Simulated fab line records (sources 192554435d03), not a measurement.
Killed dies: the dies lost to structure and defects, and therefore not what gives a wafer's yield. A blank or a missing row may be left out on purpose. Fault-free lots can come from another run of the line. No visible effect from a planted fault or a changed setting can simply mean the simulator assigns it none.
Matching of chambers ; flow n5_finfet ; rie_diel-05 running N5_BEOL_M3_DESCUM_16: 4 sister chambers
The step chemistry O2, time 7 s. 20 wafers are shown with their chamber, then 10 later ones without.

EACH WAFER AND ITS CHAMBER
wafer;chamber;showerhead_plenum_p_Torr (Torr);drypump_motor_current_A (A);throttle_valve_pct (%)
L075.2;1;2.03;6.1;20.54
L075.3;3;2.14;6.2;20.33
L075.4;2;2.11;5.3;20.61
L074.2;2;2.11;5.3;20.61
L074.3;3;2.14;6.2;20.31
L074.5;1;2.03;6.1;20.53
L076.1;3;2.14;6.2;20.32
L076.2;0;2.16;5.9;20.44
L076.5;1;2.03;6.1;20.52
L077.1;2;2.11;5.3;20.62
L077.2;1;2.03;6.1;20.53
L077.3;0;2.16;5.9;20.44
L078.2;0;2.16;5.9;20.45
L078.3;3;2.14;6.2;20.32
L078.6;3;2.14;6.3;20.34
L081.1;3;2.14;6.2;20.35
L081.3;1;2.03;6.1;20.55
L081.6;3;2.14;6.2;20.35
L083.1;0;2.15;5.9;20.47
L083.2;3;2.14;6.1;20.34

SIGNATURES (means of the wafers above)
reading;chamber 0;chamber 1;chamber 2;chamber 3;scatter within a chamber
showerhead_plenum_p_Torr;2.1575;2.0300;2.1100;2.1400;0.00217
drypump_motor_current_A;5.900;6.100;5.300;6.200;0.0354
throttle_valve_pct;20.4500;20.5340;20.6133;20.3325;0.0131
Rule: for each reading, subtract the chamber's mean from the wafer's reading, divide by that reading's scatter and square the result; add these up over the readings and take the root, which gives the wafer's distance from the chamber. The wafer belongs to the nearest chamber; if the next one is less than 2 further off, it can't be placed. The scatter is the square root of a quotient: the sum, over the shown wafers, of each reading's squared deviation from its chamber's mean, divided by wafers minus chambers.

WAFERS WITHOUT THEIR CHAMBER
wafer;showerhead_plenum_p_Torr (Torr);drypump_motor_current_A (A);throttle_valve_pct (%)
L083.6;2.11;5.3;20.64
L091.2;2.13;6.2;20.38
L091.3;2.02;6.1;20.57
L091.6;2.15;5.9;20.48
L092.1;2.15;5.9;20.48
L092.2;2.10;5.3;20.67
L092.5;2.13;6.2;20.36
L095.1;2.13;6.3;20.37
L095.3;2.15;5.9;20.49
L095.6;2.15;5.9;20.48

WHICH CHAMBER EACH WENT THROUGH
wafer;from the rows above;in truth
L083.6;2;2
L091.2;3;3
L091.3;1;1
L091.6;0;0
L092.1;0;0
L092.2;2;2
L092.5;3;3
L095.1;3;3
L095.3;0;0
L095.6;0;0
Placed correctly: 10 of 10. Can't be placed from these rows: 0. Number placed wrongly: 0.
